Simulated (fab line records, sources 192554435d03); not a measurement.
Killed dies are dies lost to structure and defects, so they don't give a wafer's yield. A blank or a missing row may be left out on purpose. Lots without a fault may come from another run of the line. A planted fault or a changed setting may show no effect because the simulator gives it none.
Which tool did it? | flow n5_finfet | 9 lots, 27 wafers sampled, at 5 steps of a route of 1938

WHAT THE GAUGES READ, wafer by wafer
N5_BEOL_M1_OVL_MEAS_12. Usual: M1_OVL -0.1 nm, standard deviation 0.66.
lot  | measured     | on         | M1_OVL (nm)    | flag
L321 | day 6 13:56  | overlay-01 | -0.1 0.4 0.1   |
L322 | day 7 05:11  | overlay-01 | 0.4 -0.2 -0.5  |
L323 | day 7 05:28  | overlay-01 | 0.8 0.5 0.2    |
L329 | day 8 10:55  | overlay-02 | -0.1 0.3 0.0   |
L331 | day 9 06:05  | overlay-02 | 2.0 1.3 0.8    |
L332 | day 9 08:57  | overlay-02 | -0.7 -0.5 -0.3 |
L339 | day 11 01:07 | overlay-02 | -1.1 0.2 0.4   |
L340 | day 11 10:40 | overlay-02 | -1.5 -0.1 -0.7 |
L341 | day 11 20:06 | overlay-02 | 0.4 -0.2 0.2   |

N5_BEOL_M4_RC_MEAS_101. Usual: DIBL_N 36.4 mV/V, standard deviation 1.4; DIBL_P 36.4 mV/V, standard deviation 1.5; IOFF_N 0.156 nA/um, standard deviation 0.022; IOFF_P 0.210 nA/um, standard deviation 0.023; ION_N 675 uA/um, standard deviation 9.1; ION_P 463 uA/um, standard deviation 5.7; SS_N 71.6 mV/dec, standard deviation 0.45; SS_P 73.3 mV/dec, standard deviation 0.56; VT_N 250 mV, standard deviation 3.1; VT_P -250.3 mV, standard deviation 2.3.
lot  | measured     | on        | DIBL_N (mV/V)  | DIBL_P (mV/V)  | IOFF_N (nA/um)    | IOFF_P (nA/um)    | ION_N (uA/um) | ION_P (uA/um) | SS_N (mV/dec)  | SS_P (mV/dec)  | VT_N (mV)   | VT_P (mV)            | flag
L321 | day 10 06:00 | prober-02 | 34.5 35.7 35.5 | 34.8 36.9 37.1 | 0.139 0.163 0.166 | 0.180 0.217 0.213 | 663 672 678   | 453 459 462   | 71.0 71.0 71.6 | 72.3 73.5 73.3 | 252 248 248 | -248.9 -248.0 -248.4 |
L322 | day 9 12:20  | prober-01 | 36.2 36.3 35.1 | 35.6 34.6 34.0 | 0.170 0.162 0.144 | 0.205 0.180 0.169 | 681 673 677   | 461 455 454   | 72.0 71.7 71.5 | 73.3 73.7 73.6 | 244 249 250 | -249.8 -252.2 -253.3 |
L323 | day 10 05:55 | prober-01 | 34.3 34.1 35.5 | 35.6 34.4 36.1 | 0.126 0.120 0.141 | 0.196 0.192 0.218 | 674 677 673   | 469 472 472   | 70.8 71.4 71.5 | 72.6 72.4 73.1 | 250 254 248 | -251.6 -249.2 -245.6 |
L329 | day 11 17:06 | prober-02 | 37.6 38.0 37.2 | 37.8 38.8 37.7 | 0.163 0.179 0.159 | 0.190 0.210 0.185 | 677 678 670   | 453 461 452   | 72.0 72.1 71.9 | 73.5 73.9 73.5 | 249 250 249 | -252.8 -250.8 -255.0 |
L331 | day 11 17:19 | prober-01 | 35.0 36.0 35.3 | 35.1 36.3 35.5 | 0.130 0.140 0.128 | 0.182 0.199 0.185 | 666 671 659   | 459 462 457   | 71.2 71.7 71.4 | 72.8 74.3 74.0 | 252 253 255 | -256.3 -251.6 -253.3 |
L332 | day 12 11:01 | prober-01 | 39.9 36.8 38.7 | 36.8 32.7 35.2 | 0.185 0.114 0.155 | 0.245 0.179 0.214 | 683 657 676   | 464 461 465   | 70.8 70.9 71.2 | 73.8 72.2 73.6 | 248 254 250 | -249.2 -251.9 -249.4 |
L339 | day 14 03:29 | prober-02 | 35.8 34.8 35.5 | 35.7 34.3 35.9 | 0.152 0.131 0.142 | 0.211 0.188 0.224 | 673 672 673   | 468 465 467   | 71.3 71.2 71.6 | 73.6 73.3 73.2 | 252 251 252 | -248.7 -250.2 -248.7 |
L340 | day 14 05:38 | prober-01 | 37.2 38.5 36.9 | 37.8 37.8 36.5 | 0.178 0.199 0.160 | 0.224 0.230 0.202 | 680 683 681   | 465 464 466   | 71.8 72.1 71.9 | 73.4 73.7 73.5 | 246 247 248 | -249.6 -250.2 -252.1 |
L341 | day 14 15:42 | prober-02 | 37.2 36.8 35.9 | 38.6 37.0 35.9 | 0.187 0.166 0.152 | 0.259 0.228 0.212 | 685 671 675   | 477 465 467   | 72.3 72.1 71.6 | 73.5 74.1 73.8 | 246 248 249 | -249.3 -249.0 -250.1 |

WHICH TOOL RAN EACH LOT (tool, then ch and the chambers of the sampled wafers, then the start)
lot  | N5_BEOL_M1_PECVD_72            | N5_BEOL_M1_COAT_76                | N5_BEOL_M1_DESCUM_33
L321 | pecvd-01 ch 0,1, day 6 11:55   | litho_track-04 ch 0, day 6 14:56  | rie_diel-01 ch 0,1, day 6 15:20
L322 | pecvd-02 ch 1,2, day 7 02:18   | litho_track-02 ch 0, day 7 05:49  | rie_diel-04 ch 0,1, day 7 06:20
L323 | pecvd-01 ch 0,1,2, day 7 03:17 | litho_track-05 ch 0, day 7 06:02  | rie_diel-04 ch 0,3, day 7 06:29
L329 | pecvd-01 ch 2, day 8 09:32     | litho_track-04 ch 0, day 8 11:31  | rie_diel-06 ch 0,2,3, day 8 12:13
L331 | pecvd-01 ch 1,2, day 9 03:22   | litho_track-04 ch 0, day 9 06:54  | rie_diel-04 ch 1,2,3, day 9 07:41
L332 | pecvd-03 ch 0,1, day 9 08:28   | litho_track-04 ch 0, day 9 09:32  | rie_diel-06 ch 1,3, day 9 09:56
L339 | pecvd-03 ch 1,2, day 10 23:13  | litho_track-02 ch 0, day 11 01:41 | rie_diel-06 ch 0,3, day 11 02:28
L340 | pecvd-03 ch 0,1, day 11 09:44  | litho_track-02 ch 0, day 11 11:48 | rie_diel-04 ch 1,2,3, day 11 12:14
L341 | pecvd-02 ch 0,1, day 11 18:48  | litho_track-05 ch 0, day 11 20:44 | rie_diel-01 ch 0,2,3, day 11 21:09
- N5_BEOL_M1_PECVD_72: deposits SiO2 from TEOS/O2, target thk 16 nm, time 18 s.
- N5_BEOL_M1_COAT_76: time 60 s, resist thk 5 nm.
- N5_BEOL_M1_DESCUM_33: chemistry O2, time 7 s.

WHAT THE TOOLS THEMSELVES READ (means of the sampled wafers that have a number; where no wafer has one, the mark that the record gives instead)
N5_BEOL_M1_PECVD_72. Usual: heater_power_w 756 W, standard deviation 120; showerhead_plenum_p_Torr 8.81 Torr, standard deviation 0.062; susceptor_temp_C 400.01 C, standard deviation 0.21; throttle_valve_pct 22.9 %, standard deviation 0.88.
lot  | tool     | heater_power_w (W) | showerhead_plenum_p_Torr (Torr) | susceptor_temp_C (C) | throttle_valve_pct (%) | flag
L321 | pecvd-01 | 699                | 8.80                            | 400.02               | 24.0                   |
L322 | pecvd-02 | 750                | 8.81                            | 399.91               | 22.4                   |
L323 | pecvd-01 | 826                | 8.85                            | 399.84               | 23.8                   |
L329 | pecvd-01 | 888                | 8.94                            | 399.91               | 23.1                   |
L331 | pecvd-01 | 783                | 8.82                            | 400.17               | 24.1                   |
L332 | pecvd-03 | 742                | 8.77                            | 399.87               | 23.2                   |
L339 | pecvd-03 | 778                | 8.74                            | 400.02               | 22.6                   |
L340 | pecvd-03 | 722                | 8.77                            | 400.28               | 23.0                   |
L341 | pecvd-02 | 794                | 8.79                            | 399.96               | 21.9                   |

N5_BEOL_M1_COAT_76. Usual: heater_power_total_W 391.8 W, standard deviation 1.4; run_length_s 66.24 s, standard deviation 0.12.
lot  | tool           | heater_power_total_W (W) | run_length_s (s) | flag
L321 | litho_track-04 | 391.5                    | 66.29            |
L322 | litho_track-02 | 391.5                    | 66.13            |
L323 | litho_track-05 | 391.2                    | 66.21            |
L329 | litho_track-04 | 392.1                    | 66.31            |
L331 | litho_track-04 | 424.3                    | 59.18            | OFF
L332 | litho_track-04 | 408.7                    | 62.89            | OFF
L339 | litho_track-02 | 391.6                    | 66.16            |
L340 | litho_track-02 | 391.8                    | 66.21            |
L341 | litho_track-05 | 391.1                    | 66.34            |

N5_BEOL_M1_DESCUM_33. Usual: bias_power_w 20.01 W, standard deviation 0.059; drypump_motor_current_A 5.7 A, standard deviation 0.62; oes_product_au 0.82 a.u., standard deviation 0.09; rf_vpp_V 243.2 V, standard deviation 1.3; showerhead_plenum_p_Torr 2.10 Torr, standard deviation 0.067; throttle_valve_pct 20.39 %, standard deviation 0.2.
lot  | tool        | bias_power_w (W) | drypump_motor_current_A (A) | oes_product_au (a.u.) | rf_vpp_V (V) | showerhead_plenum_p_Torr (Torr) | throttle_valve_pct (%) | flag
L321 | rie_diel-01 | 19.99            | 6.3                         | 0.84                  | 243.5        | 2.13                            | 20.30                  |
L322 | rie_diel-04 | 19.97            | 5.7                         | 0.84                  | 244.8        | 2.20                            | 20.38                  |
L323 | rie_diel-04 | 19.99            | 5.5                         | 0.95                  | 244.6        | 2.21                            | 20.24                  |
L329 | rie_diel-06 | 19.92            | 6.0                         | 0.86                  | 242.2        | 2.09                            | 20.44                  |
L331 | rie_diel-04 | 19.97            | 6.0                         | 0.80                  | 243.9        | 2.12                            | 20.48                  |
L332 | rie_diel-06 | 20.04            | 5.0                         | 0.73                  | 241.9        | 2.05                            | 20.62                  |
L339 | rie_diel-06 | 20.05            | 5.5                         | 0.76                  | 242.3        | 2.03                            | 20.61                  |
L340 | rie_diel-04 | 20.02            | 6.0                         | 0.79                  | 244.1        | 2.11                            | 20.50                  |
L341 | rie_diel-01 | 19.99            | 5.2                         | 0.81                  | 242.8        | 2.05                            | 20.27                  |

THE ANSWER, worked out from the rows above alone
Rule: a lot is off if the mean of its wafers that have a number lies more than 3 standard deviations from the usual mean. A lot without any number at a reading at which 4 lots or more have one is off too. The other lots that the step has rows for count as sound. The gauges are gone through in route order, then the tools' own readings, and for those a lot's mean is taken as printed above. The first step at which some lot is off is used, and at that step the reading that is off furthest; a lot without a number counts as furthest.
Off: L331, L332, at N5_BEOL_M1_COAT_76 (run_length_s).
A tool fits if, at that step or a process step before it, it ran every lot that is off, and no sound lot after the first of them. One fits: litho_track-04 at N5_BEOL_M1_COAT_76. Its last sound lot is L329 (day 8 11:31), its first lot that is off L331 (day 9 06:54): a fault that began between those two fits.
The tool's own readings at N5_BEOL_M1_COAT_76 bear it out: on the lots that are off they differ by more than 5 times the standard deviation of the sound lots' means. heater_power_total_W reads 416.5 W there against 391.5 W on the sound lots; run_length_s reads 61.03 s there against 66.24 s on the sound lots.

WHAT THE SIMULATOR HAD PUT IN
Process parameter drift: litho_track-04, from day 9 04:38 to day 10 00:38, at N5_BEOL_M1_COAT_76. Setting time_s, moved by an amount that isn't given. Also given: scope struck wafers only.
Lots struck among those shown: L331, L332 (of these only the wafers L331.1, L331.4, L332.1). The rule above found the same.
